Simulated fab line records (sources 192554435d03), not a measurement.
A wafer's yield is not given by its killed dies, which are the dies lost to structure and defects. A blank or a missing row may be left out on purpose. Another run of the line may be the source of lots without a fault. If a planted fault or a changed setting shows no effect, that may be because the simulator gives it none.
Chamber matching ; flow n5 finfet ; N5_SDB_CUT_ETCH_26 on rie si-06 has 4 sister chambers
The step etches Si in HBr/Cl2/O2, target depth 129.6 nm, bt time 20 s, time 51.8 s. 8 wafers are shown with their chamber, then 7 later ones without.

== EACH WAFER AND ITS CHAMBER ==
wafer;chamber;throttle valve pct (%);oes product au (a.u.)
L411.3;3;37.73;1.014
L412.2;0;36.99;0.987
L417.3;2;37.27;1.000
L417.4;0;37.00;0.989
L419.5;2;37.26;0.994
L419.6;1;37.10;1.004
L427.4;3;37.73;1.005
L427.5;1;37.10;0.998

== WAFERS WITHOUT THEIR CHAMBER ==
wafer;throttle valve pct (%);oes product au (a.u.)
L427.6;37.26;1.000
L431.1;37.74;1.014
L431.5;37.27;1.000
L431.6;37.72;1.002
L432.1;37.28;1.000
L432.3;37.00;0.990
L432.5;37.28;0.995

== EACH ONE'S CHAMBER ==
wafer;from the rows above;in truth
L427.6;2;2
L431.1;3;3
L431.5;2;2
L431.6;3;3
L432.1;2;2
L432.3;0;0
L432.5;2;2
Correct placement for 7 of the 7. Can't be placed from these rows: 0. Placed wrongly: 0.
How it was worked out, from the rows above alone: a wafer's distance from a chamber is the root of the sum, over the readings, of the square of ((its reading less the chamber's mean) divided by the reading's scatter). If the next closest chamber is less than 2 further off than the closest, the wafer can't be placed; otherwise it belongs to the closest. The mean given for a chamber averages the wafers shown for that chamber. The scatter is the square root of a quotient: the sum, over the shown wafers, of each reading's squared deviation from its chamber's mean, divided by wafers minus chambers.
